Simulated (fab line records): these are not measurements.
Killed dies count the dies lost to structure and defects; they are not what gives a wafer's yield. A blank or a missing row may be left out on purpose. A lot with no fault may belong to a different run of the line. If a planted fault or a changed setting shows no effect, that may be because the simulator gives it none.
Struck lot and sound lot, side by side / flow n5 finfet / 16 steps out of a route of 1938
Sound: these wafers, L483.3, L483.4, L483.6. Wafers struck: L488.1, L488.3, L488.4. The cause comes at the end.
Order at every step that has rows: each side's tool, ch and its chambers, its first start. Under that, the readings that differ: sound wafers / struck wafers / difference of the means / sigmas: that difference in standard deviations of wafers without a fault.
alike: a reading whose means differ by less than 2 such deviations, as well as words and numbers matching on both sides. not compared: withheld readings; readings where some wafer has no value; bounds like >300 that might hide an equal value; numbers whose values overlap and for which the record gives no deviation.
Wherever a step has rows on one side only, a row that says differs or no value, or a row with sigmas, the two part there. Numbers that don't overlap but have no deviation are shown without sigmas and don't part them. A reading that every wafer of one side lacks parts them only if that side has two wafers or more.

N5_BEOL_M2_INSPECT_30: inspects for defects (brightfield).
  sound: defect inspect-01 at day 7 12:28; struck: defect inspect-01 at day 9 01:28
  alike: raw defect count
N5_BEOL_M2_DESCUM_33: chemistry O2, time 7 s.
  sound on rie diel-01 ch 0,2,3, day 7 12:29; struck on rie diel-01 ch 0,1,2, day 9 01:30
  alike: drypump motor current A, oes product au, rf vpp V, showerhead plenum p Torr, throttle valve pct
  not compared: rf hours counter h
N5_BEOL_M2_ETCH_77: etches underlayer in N2/H2, target depth 6.5 nm, time 5.2 s.
  sound on rie diel-01 ch 0,2,3, day 7 12:31; struck on rie diel-01 ch 0,1,2, day 9 01:32
  alike: bias w, drypump motor current A, etch rf on time s, oes product au, rf vpp V, showerhead plenum p Torr, throttle valve pct
  not compared: rf hours counter h
then, 2 steps without rows for these wafers: N5_BEOL_M2_ETCH_69 (etches SiARC in CF4, target depth 15.6 nm, time 26 s); N5_BEOL_M2_ALD_98 (deposits SiO2, target thk 2.5 nm, pulse time 1 s, co reactant pulse time 1 s).
N5_BEOL_M2_ETCHBACK_99: etches SiO2 in CHF3, target depth 5 nm, time 10.4 s.
  sound on rie diel-01 ch 0,1, day 7 16:25; struck on rie diel-03 ch 1,3, day 9 06:05
  alike: drypump motor current A, mfc ar sccm, oes product au, rf vpp V, showerhead plenum p Torr, throttle valve pct
  not compared: rf hours counter h
N5_BEOL_M2_ETCH_70: etches SOC in N2/H2, target depth 80 nm, overetch 24 nm, time 130 s.
  sound on rie diel-01 ch 0,1, day 7 16:27; struck on rie diel-03 ch 1,3, day 9 06:08
  alike: bias w, drypump motor current A, oes product au, rf vpp V, showerhead plenum p Torr, throttle valve pct
  not compared: rf hours counter h
then, 5 steps without rows for these wafers: N5_BEOL_M2_STRIP_71 (strips in N2/H2); N5_BEOL_M2_STRIP_78 (strips in N2/H2); N5_BEOL_M2_VIA_ETCH_34 (etches the open film in C4F6/O2, target depth 69.4 nm, time 65.9 s); N5_BEOL_M2_STRIP_83 (strips in C4F6/O2); N5_BEOL_M2_STRIP_36 (strips in N2/H2).
N5_BEOL_M2_TRENCH_ETCH_37: etches SiOC in C4F6/O2, target depth 55.555 nm, time 29.2 s.
  sound on rie diel-01 ch 0,1, day 7 16:39; struck on rie diel-03 ch 1,3, day 9 06:20
reading=bias w (W); sound=184.8 185.0 185.3; struck=178.4 177.6 178.0; difference=-7.0; sigmas=-15
  alike: drypump motor current A, mfc ar sccm, oes product au, rf vpp V, showerhead plenum p Torr, throttle valve pct
  not compared: rf hours counter h
N5_BEOL_M2_ETCH_41: etches SiCN in CH3F/O2, target depth 29.9 nm, time 52.5 s.
  sound on rie diel-01 ch 0,1; struck on rie diel-03 ch 1,3
  alike: bias w, drypump motor current A, mfc ar sccm, oes product au, rf vpp V, showerhead plenum p Torr, throttle valve pct
  not compared: rf hours counter h
N5_BEOL_M4_RC_MEAS_101:
  sound on prober-02 ch 0, day 8 15:10; struck on prober-01 ch 0, day 10 07:11
  alike: DIBL_N, DIBL_P, IOFF_N, IOFF_P, ION_N, ION_P, SS_N, SS_P, VT_N, VT_P
-- the record jumps here: 4 days lie between the struck wafers' starts before and after (it left off in module BEOL_M4 and takes up again in module PASSIVATION, whose first step shown is number 1936 of the route) --
N5_PASSIVATION_PROBE_49:
  record: rows for the struck wafers here (prober-02, day 14 14:40), none for the sound ones

WHERE THEY PART
Last at N5_PASSIVATION_PROBE_49 as far as this record goes, first at N5_BEOL_M2_TRENCH_ETCH_37.

WHY: the cause the simulator had injected
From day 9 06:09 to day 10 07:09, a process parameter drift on rie diel-03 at N5_BEOL_M2_TRENCH_ETCH_37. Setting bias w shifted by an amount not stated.
